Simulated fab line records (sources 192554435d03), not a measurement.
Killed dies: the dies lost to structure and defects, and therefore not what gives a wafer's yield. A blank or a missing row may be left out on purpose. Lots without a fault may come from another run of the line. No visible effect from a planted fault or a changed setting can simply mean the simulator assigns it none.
Which tool was responsible? / flow n5Finfet / 8 lots, 24 wafers sampled, at 7 steps of a route of 1938

WHAT THE GAUGES SHOWED, per wafer
N5_SD_EPI_P_OVL_MEAS_10. Usual: SD_P_BLK_OVL gives 0.0 nm (standard deviation 0.83).
lot=L381; measured=day 3 07:08; on=overlay-01; SD_P_BLK_OVL (nm)=0.4 -0.5 -0.7; flag=
lot=L386; measured=day 4 10:32; on=overlay-02; SD_P_BLK_OVL (nm)=1.0 0.4 0.5; flag=
lot=L388; measured=day 5 01:02; on=overlay-01; SD_P_BLK_OVL (nm)=0.4 0.2 -1.0; flag=
lot=L391; measured=day 5 16:04; on=overlay-02; SD_P_BLK_OVL (nm)=0.3 0.2 -0.4; flag=
lot=L397; measured=day 7 04:11; on=overlay-01; SD_P_BLK_OVL (nm)=0.8 1.0 0.9; flag=
lot=L400; measured=day 8 02:53; on=overlay-02; SD_P_BLK_OVL (nm)=-0.8 -1.2 -0.9; flag=
lot=L402; measured=day 8 12:12; on=overlay-01; SD_P_BLK_OVL (nm)=-0.7 -1.1 -1.6; flag=
lot=L403; measured=day 9 04:33; on=overlay-02; SD_P_BLK_OVL (nm)=0.0 0.0 0.1; flag=

N5_SD_EPI_P_EPI_MEAS_23. Usual: 61.0 nm for thkNm, sd 1.1.
lot=L381; measured=day 3 10:45; on=filmMetro-01; thkNm (nm)=62.1 62.1 63.4; flag=
lot=L386; measured=day 4 14:08; on=filmMetro-02; thkNm (nm)=62.9 62.5 60.2; flag=
lot=L388; measured=day 5 04:38; on=filmMetro-02; thkNm (nm)=61.3 62.3 60.8; flag=
lot=L391; measured=day 5 19:51; on=filmMetro-02; thkNm (nm)=61.1 60.7 60.2; flag=
lot=L397; measured=day 7 08:40; on=filmMetro-01; thkNm (nm)=61.7 61.9 60.4; flag=
lot=L400; measured=day 8 07:43; on=filmMetro-01; thkNm (nm)=65.7 65.8 65.1; flag=OFF
lot=L402; measured=day 8 16:39; on=filmMetro-02; thkNm (nm)=66.9 68.4 67.3; flag=OFF
lot=L403; measured=day 9 09:01; on=filmMetro-02; thkNm (nm)=59.4 57.6 59.4; flag=

N5_SD_ACTIVATION_RS_MEAS_03: uses a four-point probe to measure. Usual: RS_SD_N 21.85 ohm/sq, standard deviation 0.27; RS_SD_P 56.2 ohm/sq, standard deviation 0.78.
lot=L381; measured=day 3 11:22; on=filmMetro-01; RS_SD_N (ohm/sq)=22.04 21.77 21.88; RS_SD_P (ohm/sq)=55.6 55.2 55.1; flag=
lot=L386; measured=day 4 14:47; on=filmMetro-01; RS_SD_N (ohm/sq)=21.50 21.48 21.79; RS_SD_P (ohm/sq)=56.1 56.6 57.0; flag=
lot=L388; measured=day 5 05:22; on=filmMetro-01; RS_SD_N (ohm/sq)=22.06 22.37 22.30; RS_SD_P (ohm/sq)=55.4 56.1 56.4; flag=
lot=L391; measured=day 5 20:38; on=filmMetro-01; RS_SD_N (ohm/sq)=22.01 21.82 21.76; RS_SD_P (ohm/sq)=55.3 55.4 55.8; flag=
lot=L397; measured=day 7 09:20; on=filmMetro-01; RS_SD_N (ohm/sq)=22.03 22.16 22.25; RS_SD_P (ohm/sq)=55.9 56.1 56.4; flag=
lot=L400; measured=day 8 08:19; on=filmMetro-01; RS_SD_N (ohm/sq)=22.05 22.14 22.14; RS_SD_P (ohm/sq)=51.9 51.6 52.0; flag=OFF
lot=L402; measured=day 8 17:19; on=filmMetro-01; RS_SD_N (ohm/sq)=21.68 22.09 21.67; RS_SD_P (ohm/sq)=49.8 49.8 49.7; flag=OFF
lot=L403; measured=day 9 09:44; on=filmMetro-02; RS_SD_N (ohm/sq)=22.01 21.94 21.81; RS_SD_P (ohm/sq)=56.9 57.9 56.4; flag=

N5_BEOL_M4_RC_MEAS_101. Usual: DIBL_N 36.4 mV/V, standard deviation 1.3; DIBL_P 36.5 mV/V, standard deviation 1.7; IOFF_N 0.154 nA/um, standard deviation 0.022; IOFF_P 0.202 nA/um, standard deviation 0.025; ION_N 671 uA/um, standard deviation 9.8; ION_P 460 uA/um, standard deviation 6.8; RS_SD_P 66.0 ohm/sq, standard deviation 0.93; SS_N 71.6 mV/dec, standard deviation 0.54; SS_P 73.4 mV/dec, standard deviation 0.58; VT_N 250.9 mV, standard deviation 2.8; VT_P -251.4 mV, standard deviation 2.7.
lot=L381; measured=day 7 23:53; on=prober-01; DIBL_N (mV/V)=39.0 39.4 40.5; DIBL_P (mV/V)=37.2 37.7 39.9; IOFF_N (nA/um)=0.176 0.183 0.224; IOFF_P (nA/um)=0.213 0.222 0.259; ION_N (uA/um)=686 683 697; ION_P (uA/um)=469 461 477; RS_SD_P (ohm/sq)=65.8 64.6 64.7; SS_N (mV/dec)=73.3 72.5 72.8; SS_P (mV/dec)=74.2 74.1 74.2; VT_N (mV)=247.0 247.6 244.5; VT_P (mV)=-251.2 -249.5 -250.8; flag=
lot=L386; measured=day 9 02:28; on=prober-02; DIBL_N (mV/V)=36.6 36.0 35.3; DIBL_P (mV/V)=37.2 36.3 35.5; IOFF_N (nA/um)=0.147 0.145 0.134; IOFF_P (nA/um)=0.204 0.201 0.183; ION_N (uA/um)=679 694 665; ION_P (uA/um)=463 469 460; RS_SD_P (ohm/sq)=66.0 66.4 66.4; SS_N (mV/dec)=72.0 71.6 71.7; SS_P (mV/dec)=73.4 72.9 73.3; VT_N (mV)=249.0 250.9 251.9; VT_P (mV)=-249.7 -250.8 -252.3; flag=
lot=L388; measured=day 10 04:04; on=prober-02; DIBL_N (mV/V)=35.0 35.8 35.1; DIBL_P (mV/V)=35.0 36.2 34.2; IOFF_N (nA/um)=0.147 0.169 0.147; IOFF_P (nA/um)=0.186 0.206 0.174; ION_N (uA/um)=666 679 666; ION_P (uA/um)=460 465 449; RS_SD_P (ohm/sq)=65.8 66.6 66.5; SS_N (mV/dec)=71.6 71.2 71.5; SS_P (mV/dec)=73.4 73.2 73.8; VT_N (mV)=252.3 249.0 252.8; VT_P (mV)=-252.5 -253.1 -252.6; flag=
lot=L391; measured=day 10 04:52; on=prober-01; DIBL_N (mV/V)=37.0 36.2 35.5; DIBL_P (mV/V)=36.6 35.5 34.2; IOFF_N (nA/um)=0.162 0.148 0.134; IOFF_P (nA/um)=0.231 0.208 0.188; ION_N (uA/um)=680 674 671; ION_P (uA/um)=472 463 462; RS_SD_P (ohm/sq)=65.0 64.9 65.5; SS_N (mV/dec)=71.5 71.1 71.2; SS_P (mV/dec)=73.0 72.7 71.7; VT_N (mV)=248.9 249.8 249.6; VT_P (mV)=-249.5 -251.7 -250.8; flag=
lot=L397; measured=day 12 01:38; on=prober-01; DIBL_N (mV/V)=33.6 34.6 35.3; DIBL_P (mV/V)=33.9 35.4 36.2; IOFF_N (nA/um)=0.125 0.136 0.144; IOFF_P (nA/um)=0.181 0.197 0.205; ION_N (uA/um)=662 671 667; ION_P (uA/um)=457 463 457; RS_SD_P (ohm/sq)=66.4 66.4 67.1; SS_N (mV/dec)=70.7 71.0 71.8; SS_P (mV/dec)=72.4 73.3 73.4; VT_N (mV)=255.2 252.1 253.1; VT_P (mV)=-250.4 -249.0 -250.7; flag=
lot=L400; measured=day 12 18:36; on=prober-01; DIBL_N (mV/V)=35.8 38.0 36.2; DIBL_P (mV/V)=35.4 37.1 35.9; IOFF_N (nA/um)=0.135 0.161 0.139; IOFF_P (nA/um)=0.242 0.279 0.261; ION_N (uA/um)=661 656 655; ION_P (uA/um)=471 467 463; RS_SD_P (ohm/sq)=61.8 61.2 61.0; SS_N (mV/dec)=70.9 72.7 71.7; SS_P (mV/dec)=73.0 73.9 73.3; VT_N (mV)=253.4 249.9 252.5; VT_P (mV)=-247.6 -245.6 -243.7; flag=OFF
lot=L402; measured=day 12 23:37; on=prober-02; DIBL_N (mV/V)=38.7 37.7 38.3; DIBL_P (mV/V)=40.8 40.4 41.5; IOFF_N (nA/um)=0.203 0.184 0.213; IOFF_P (nA/um)=0.265 0.253 0.283; ION_N (uA/um)=671 675 679; ION_P (uA/um)=466 461 466; RS_SD_P (ohm/sq)=57.8 58.6 58.6; SS_N (mV/dec)=73.0 72.1 72.4; SS_P (mV/dec)=74.2 74.4 73.9; VT_N (mV)=248.8 249.9 248.1; VT_P (mV)=-247.1 -247.8 -246.0; flag=OFF
lot=L403; measured=day 13 22:59; on=prober-01; DIBL_N (mV/V)=34.7 35.0 35.2; DIBL_P (mV/V)=34.7 35.3 36.0; IOFF_N (nA/um)=0.130 0.134 0.145; IOFF_P (nA/um)=0.191 0.199 0.215; ION_N (uA/um)=662 679 672; ION_P (uA/um)=459 466 464; RS_SD_P (ohm/sq)=66.6 67.3 66.9; SS_N (mV/dec)=71.6 70.6 71.2; SS_P (mV/dec)=72.5 72.7 72.4; VT_N (mV)=253.3 251.0 250.8; VT_P (mV)=-251.2 -248.1 -249.1; flag=

TOOL THAT RAN EACH LOT (tool first, then ch and the chambers of the sampled wafers, then the start)
lot=L381; N5_SD_EPI_P_ETCH_16=rieDiel-04 ch 0,2,3, day 3 07:49; N5_SD_EPI_P_EPI_21=epiRpcvd-03 ch 0, day 3 08:33; N5_ILD0_CMP_03=cmp-01 ch 0,2,3, day 3 14:09
lot=L386; N5_SD_EPI_P_ETCH_16=rieDiel-01 ch 0,1, day 4 11:13; N5_SD_EPI_P_EPI_21=epiRpcvd-02 ch 0, day 4 12:19; N5_ILD0_CMP_03=cmp-03 ch 0,1,2, day 4 17:43
lot=L388; N5_SD_EPI_P_ETCH_16=rieDiel-03 ch 0,1,2, day 5 01:42; N5_SD_EPI_P_EPI_21=epiRpcvd-03 ch 0, day 5 02:26; N5_ILD0_CMP_03=cmp-03 ch 0,1,2, day 5 08:05
lot=L391; N5_SD_EPI_P_ETCH_16=rieDiel-04 ch 0,2, day 5 16:44; N5_SD_EPI_P_EPI_21=epiRpcvd-04 ch 0, day 5 18:01; N5_ILD0_CMP_03=cmp-03 ch 1,2,3, day 5 23:20
lot=L397; N5_SD_EPI_P_ETCH_16=rieDiel-01 ch 0,1,3, day 7 04:52; N5_SD_EPI_P_EPI_21=epiRpcvd-04 ch 0, day 7 06:43; N5_ILD0_CMP_03=cmp-02 ch 2,3, day 7 12:31
lot=L400; N5_SD_EPI_P_ETCH_16=rieDiel-01 ch 0,2, day 8 03:57; N5_SD_EPI_P_EPI_21=epiRpcvd-03 ch 0, day 8 04:48; N5_ILD0_CMP_03=cmp-01 ch 2,3, day 8 11:08
lot=L402; N5_SD_EPI_P_ETCH_16=rieDiel-04 ch 2,3, day 8 12:52; N5_SD_EPI_P_EPI_21=epiRpcvd-03 ch 0, day 8 14:41; N5_ILD0_CMP_03=cmp-02 ch 1,2, day 8 20:21
lot=L403; N5_SD_EPI_P_ETCH_16=rieDiel-04 ch 0,1, day 9 05:13; N5_SD_EPI_P_EPI_21=epiRpcvd-04 ch 0, day 9 07:02; N5_ILD0_CMP_03=cmp-02 ch 1,3, day 9 12:25
- N5_SD_EPI_P_ETCH_16: etches SiO2 in CHF3/O2, target depth 5 nm.
- N5_SD_EPI_P_EPI_21: deposits SiGe:B, time 355 s.
- N5_ILD0_CMP_03: polishes, stops on SiNx, t overpolish 1.9 s, target thk 197.38 nm.

WHAT THE TOOLS THEMSELVES READ (means of the sampled wafers that have a number; where no wafer has one, the mark that the record gives instead)
N5_SD_EPI_P_ETCH_16. Usual: drypumpMotorCurrentA 5.5 A, standard deviation 0.4; oes_ar_750_au 0.82 a.u., standard deviation 0.09; oesProductAu 0.83 a.u., standard deviation 0.096; rfVppV 525 V, standard deviation 5.5; showerheadPlenumPTorr 2.44 Torr, standard deviation 0.088; throttleValvePct 18.91 %, standard deviation 0.23.
lot=L381; tool=rieDiel-04; drypumpMotorCurrentA (A)=6.0; oes_ar_750_au (a.u.)=0.72; oesProductAu (a.u.)=0.72; rfVppV (V)=526; showerheadPlenumPTorr (Torr)=2.43; throttleValvePct (%)=19.04; flag=
lot=L386; tool=rieDiel-01; drypumpMotorCurrentA (A)=5.3; oes_ar_750_au (a.u.)=0.92; oesProductAu (a.u.)=0.93; rfVppV (V)=528; showerheadPlenumPTorr (Torr)=2.56; throttleValvePct (%)=18.66; flag=
lot=L388; tool=rieDiel-03; drypumpMotorCurrentA (A)=5.5; oes_ar_750_au (a.u.)=0.84; oesProductAu (a.u.)=0.83; rfVppV (V)=518; showerheadPlenumPTorr (Torr)=2.43; throttleValvePct (%)=19.00; flag=
lot=L391; tool=rieDiel-04; drypumpMotorCurrentA (A)=5.8; oes_ar_750_au (a.u.)=0.70; oesProductAu (a.u.)=0.70; rfVppV (V)=527; showerheadPlenumPTorr (Torr)=2.49; throttleValvePct (%)=19.11; flag=
lot=L397; tool=rieDiel-01; drypumpMotorCurrentA (A)=5.5; oes_ar_750_au (a.u.)=0.88; oesProductAu (a.u.)=0.89; rfVppV (V)=529; showerheadPlenumPTorr (Torr)=2.52; throttleValvePct (%)=18.68; flag=
lot=L400; tool=rieDiel-01; drypumpMotorCurrentA (A)=5.4; oes_ar_750_au (a.u.)=0.75; oesProductAu (a.u.)=0.75; rfVppV (V)=524; showerheadPlenumPTorr (Torr)=2.44; throttleValvePct (%)=19.01; flag=
lot=L402; tool=rieDiel-04; drypumpMotorCurrentA (A)=6.2; oes_ar_750_au (a.u.)=0.71; oesProductAu (a.u.)=0.70; rfVppV (V)=520; showerheadPlenumPTorr (Torr)=2.36; throttleValvePct (%)=19.05; flag=
lot=L403; tool=rieDiel-04; drypumpMotorCurrentA (A)=5.8; oes_ar_750_au (a.u.)=0.72; oesProductAu (a.u.)=0.72; rfVppV (V)=534; showerheadPlenumPTorr (Torr)=2.43; throttleValvePct (%)=18.94; flag=

N5_SD_EPI_P_EPI_21. Usual: chamberPressureTorr 20.00 Torr, standard deviation 0.041; susceptorTempC 550.07 C, standard deviation 0.26; susceptor_temp_C_max 551.1, standard deviation 0.34.
lot=L381; tool=epiRpcvd-03; chamberPressureTorr (Torr)=20.03; susceptorTempC (C)=550.10; susceptor_temp_C_max=551.2; flag=
lot=L386; tool=epiRpcvd-02; chamberPressureTorr (Torr)=19.94; susceptorTempC (C)=550.26; susceptor_temp_C_max=551.3; flag=
lot=L388; tool=epiRpcvd-03; chamberPressureTorr (Torr)=19.98; susceptorTempC (C)=550.09; susceptor_temp_C_max=551.4; flag=
lot=L391; tool=epiRpcvd-04; chamberPressureTorr (Torr)=19.97; susceptorTempC (C)=550.45; susceptor_temp_C_max=551.2; flag=
lot=L397; tool=epiRpcvd-04; chamberPressureTorr (Torr)=19.99; susceptorTempC (C)=550.00; susceptor_temp_C_max=550.8; flag=
lot=L400; tool=epiRpcvd-03; chamberPressureTorr (Torr)=20.00; susceptorTempC (C)=554.31; susceptor_temp_C_max=555.5; flag=OFF
lot=L402; tool=epiRpcvd-03; chamberPressureTorr (Torr)=19.99; susceptorTempC (C)=554.00; susceptor_temp_C_max=555.2; flag=OFF
lot=L403; tool=epiRpcvd-04; chamberPressureTorr (Torr)=20.02; susceptorTempC (C)=549.71; susceptor_temp_C_max=550.4; flag=

N5_ILD0_CMP_03. Usual: headPressurePsi 4.150 psi, standard deviation 0.01; motorCurrentA 12.8 A, standard deviation 1.2; overpolishRunS 1.899 s, standard deviation 0.0086; timeToEndpointS 70 s, standard deviation 3.4.
lot=L381; tool=cmp-01; headPressurePsi (psi)=4.146; motorCurrentA (A)=13.6; overpolishRunS (s)=1.907; timeToEndpointS (s)=65; flag=
lot=L386; tool=cmp-03; headPressurePsi (psi)=4.149; motorCurrentA (A)=12.1; overpolishRunS (s)=1.902; timeToEndpointS (s)=68; flag=
lot=L388; tool=cmp-03; headPressurePsi (psi)=4.149; motorCurrentA (A)=11.7; overpolishRunS (s)=1.896; timeToEndpointS (s)=65; flag=
lot=L391; tool=cmp-03; headPressurePsi (psi)=4.153; motorCurrentA (A)=12.4; overpolishRunS (s)=1.897; timeToEndpointS (s)=72; flag=
lot=L397; tool=cmp-02; headPressurePsi (psi)=4.149; motorCurrentA (A)=11.0; overpolishRunS (s)=1.904; timeToEndpointS (s)=66; flag=
lot=L400; tool=cmp-01; headPressurePsi (psi)=4.162; motorCurrentA (A)=13.4; overpolishRunS (s)=1.888; timeToEndpointS (s)=71; flag=
lot=L402; tool=cmp-02; headPressurePsi (psi)=4.139; motorCurrentA (A)=13.7; overpolishRunS (s)=1.890; timeToEndpointS (s)=72; flag=
lot=L403; tool=cmp-02; headPressurePsi (psi)=4.137; motorCurrentA (A)=13.8; overpolishRunS (s)=1.891; timeToEndpointS (s)=68; flag=

THE ANSWER, worked out from the rows above alone
Rule: a lot counts as off when the mean over its wafers that have a number is more than 3 standard deviations away from the usual mean. A lot without any number at a reading at which 4 lots or more have one is off too. Any other lot the step has rows for is counted as sound. Order of review: gauges by route order, followed by the tools' own readings, for which a lot's mean as printed above is used. At the first step where some lot is off, the reading lying furthest off is the one used; lots without a number count as furthest.
Off: L400, L402 (N5_SD_EPI_P_EPI_MEAS_23, thkNm).
A tool fits if, at a process step before that reading, it ran every lot that is off, and no sound lot after the first of them. Not tried: the gauges at N5_SD_EPI_P_EPI_MEAS_23; whatever is off there is also off at N5_BEOL_M4_RC_MEAS_101, on other tools, and gauge error can't account for it. One candidate fits, namely epiRpcvd-03 at N5_SD_EPI_P_EPI_21. A fault onset in the window from L388 (day 5 02:26, its last sound lot) to L400 (day 8 04:48, its first lot off) fits.
The tool's own readings at N5_SD_EPI_P_EPI_21 bear it out: on the lots that are off they differ by more than 5 times the standard deviation of the sound lots' means. susceptorTempC reads 554.15 C there against 550.10 C on the sound lots; susceptor_temp_C_max reads 555.4 there against 551.0 on the sound lots.

WHAT WAS PUT IN BY THE SIMULATOR
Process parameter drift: epiRpcvd-03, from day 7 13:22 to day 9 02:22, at N5_SD_EPI_P_EPI_21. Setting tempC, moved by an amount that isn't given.
Lots struck among those shown: L400, L402. The rule above reached the same finding.
